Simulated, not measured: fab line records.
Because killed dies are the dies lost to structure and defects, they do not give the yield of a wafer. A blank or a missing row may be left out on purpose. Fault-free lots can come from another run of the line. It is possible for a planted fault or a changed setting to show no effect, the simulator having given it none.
Chamber matching    flow n5-finfet    4 sister chambers for N5_BEOL_M12_ETCH_38 on rie-diel-03
The step etches SiCN in CF4/N2, target depth 68.7 nm, time 73.4 s. 27 wafers are shown with their chamber, then 12 later ones without.

EACH WAFER AND ITS CHAMBER
wafer   chamber  drypump-motor-current-A (A)  showerhead-plenum-p-Torr (Torr)  throttle-valve-pct (%)
L075.1  1        5.5                          2.27                             15.41
L075.4  2        5.9                          2.35                             14.98
L075.6  3        6.0                          2.34                             15.24
L078.2  0        6.1                          2.17                             15.75
L078.4  3        6.0                          2.34                             15.23
L078.6  2        5.9                          2.35                             14.98
L077.2  2        5.9                          2.35                             15.00
L077.3  1        5.4                          2.26                             15.44
L077.6  3        6.0                          2.34                             15.27
L079.1  3        6.0                          2.34                             15.28
L079.2  2        5.9                          2.34                             14.99
L079.3  0        6.1                          2.16                             15.78
L084.1  2        5.9                          2.34                             15.02
L084.2  0        6.1                          2.16                             15.78
L084.3  3        6.0                          2.34                             15.29
L081.2  3        6.0                          2.33                             15.29
L081.3  1        5.5                          2.26                             14.99
L081.5  2        5.9                          2.34                             15.05
L083.1  3        6.0                          2.33                             15.29
L083.3  2        5.9                          2.34                             15.05
L083.4  1        5.5                          2.26                             15.00
L085.1  3        6.0                          2.33                             15.30
L085.4  2        5.9                          2.33                             15.04
L085.5  1        5.5                          2.26                             14.99
L091.2  2        5.9                          2.33                             15.05
L091.4  3        6.0                          2.33                             15.30
L091.5  1        5.4                          2.26                             15.01

SIGNATURES (averages over the wafers above)
reading                   chamber 0  chamber 1  chamber 2  chamber 3  scatter within a chamber
drypump-motor-current-A   6.100      5.467      5.900      6.000      0.0241
showerhead-plenum-p-Torr  2.1633     2.2617     2.3411     2.3356     0.00612
throttle-valve-pct        15.7700    15.1400    15.0178    15.2767    0.106
Rule: a wafer lies at a distance from a chamber equal to the root of the sum of squares, over the readings, of (its reading less the chamber's mean, divided by the reading's scatter). The wafer belongs to the nearest chamber; if the next one is less than 2 further off, it can't be placed. How the scatter is found: for the shown wafers, subtract from each reading the mean of its chamber, square and add these, divide the total by (wafers less chambers), then take the root.

WAFERS WITH NO CHAMBER GIVEN
wafer   drypump-motor-current-A (A)  showerhead-plenum-p-Torr (Torr)  throttle-valve-pct (%)
L086.2  5.9                          2.33                             15.06
L086.3  5.5                          2.26                             14.98
L086.4  6.0                          2.33                             15.31
L087.2  5.9                          2.33                             15.06
L087.4  6.0                          2.33                             15.31
L087.6  5.5                          2.26                             15.01
L093.2  6.1                          2.16                             15.31
L093.3  5.9                          2.33                             15.07
L093.4  5.4                          2.25                             15.04
L097.1  6.1                          2.15                             15.33
L097.4  5.4                          2.25                             15.03
L097.6  5.9                          2.33                             15.11

WHICH CHAMBER EACH ONE RAN IN
wafer   from the rows above  in truth
L086.2  2                    2
L086.3  1                    1
L086.4  3                    3
L087.2  2                    2
L087.4  3                    3
L087.6  1                    1
L093.2  0                    0
L093.3  2                    2
L093.4  1                    1
L097.1  0                    0
L097.4  1                    1
L097.6  2                    2
Correct placement for 12 of the 12. Not placeable from these rows: 0. 0 placed wrongly.
